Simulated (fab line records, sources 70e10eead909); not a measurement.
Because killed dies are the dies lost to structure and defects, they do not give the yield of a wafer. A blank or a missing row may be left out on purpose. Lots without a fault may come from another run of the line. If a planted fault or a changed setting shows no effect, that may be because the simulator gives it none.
Chamber matching | flow nandHarc | NHARC_A_CHANNEL_FILL_D1_ALD_25 on aldHk-02: 4 sister chambers
The step deposits SiOx, target thk 60 nm, pulse time 10 s, ald cycles 600. 27 wafers are shown with their chamber, then 12 later ones without.

EACH WAFER AND ITS CHAMBER
wafer  | chamber | heaterPowerW (W) | precursorPulseHeightRel
L074.3 | 1       | 467              | 0.987
L074.2 | 0       | 483              | 0.980
L074.6 | 2       | 541              | 0.981
L078.2 | 3       | 548              | 0.991
L078.5 | 0       | 492              | 1.002
L078.6 | 3       | 573              | 1.004
L080.2 | 3       | 563              | 1.018
L080.1 | 1       | 452              | 1.016
L080.4 | 2       | 528              | 0.986
L081.2 | 1       | 461              | 1.003
L081.3 | 3       | 562              | 1.000
L081.5 | 2       | 530              | 0.987
L083.1 | 0       | 485              | 1.007
L083.2 | 3       | 574              | 1.017
L083.6 | 1       | 468              | 1.007
L085.2 | 0       | 497              | 0.999
L085.5 | 3       | 562              | 1.010
L085.6 | 2       | 539              | 1.008
L088.1 | 0       | 499              | 0.980
L088.4 | 3       | 553              | 0.991
L088.6 | 2       | 475              | 1.005
L090.3 | 0       | 507              | 0.986
L090.4 | 3       | 557              | 0.991
L090.6 | 1       | 477              | 0.984
L092.2 | 1       | 474              | 1.004
L092.3 | 3       | 552              | 1.038
L092.5 | 3       | 547              | 1.036

SIGNATURES (averages over the wafers above)
reading                 | chamber 0 | chamber 1 | chamber 2 | chamber 3 | scatter within a chamber
heaterPowerW            | 493.83    | 466.50    | 522.60    | 559.10    | 14.1
precursorPulseHeightRel | 0.99233   | 1.00017   | 0.99340   | 1.00960   | 0.0145
Rule: for each reading, subtract the chamber's mean from the wafer's reading, divide by that reading's scatter and square the result; add these up over the readings and take the root, which gives the wafer's distance from the chamber. If the next closest chamber is less than 2 further off than the closest, the wafer can't be placed; otherwise it belongs to the closest. The scatter: the root of (the sum of the squares of (reading less its chamber's mean) over the shown wafers, divided by (wafers less chambers)).

WAFERS MISSING THEIR CHAMBER
wafer  | heaterPowerW (W) | precursorPulseHeightRel
L092.4 | 506              | 1.010
L092.1 | 484              | 1.005
L092.6 | 495              | 0.996
L094.1 | 548              | 0.981
L094.2 | 511              | 1.040
L094.6 | 477              | 1.009
L095.2 | 487              | 0.972
L095.4 | 549              | 1.003
L095.5 | 491              | 1.001
L096.2 | 484              | 1.010
L096.3 | 483              | 0.975
L096.4 | 552              | 1.026

WHICH CHAMBER EACH ONE RAN IN
wafer  | from the rows above               | in truth
L092.4 | can't be placed: 0 or 2 or 1      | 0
L092.1 | can't be placed: 0 or 1 or 2      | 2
L092.6 | can't be placed: 0 or 2 or 1      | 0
L094.1 | can't be placed: 2 or 3 or 0      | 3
L094.2 | can't be placed: 2 or 0 or 3 or 1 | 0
L094.6 | can't be placed: 1 or 0           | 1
L095.2 | can't be placed: 0 or 1 or 2      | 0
L095.4 | can't be placed: 3 or 2           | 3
L095.5 | can't be placed: 0 or 1 or 2      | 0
L096.2 | can't be placed: 0 or 1 or 2      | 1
L096.3 | can't be placed: 0 or 1 or 2      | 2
L096.4 | can't be placed: 3 or 2           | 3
Correct placement for 0 of the 12. Can't be placed from these rows: 12 (the true chamber is among the candidates in 12). Placed wrongly: 0.
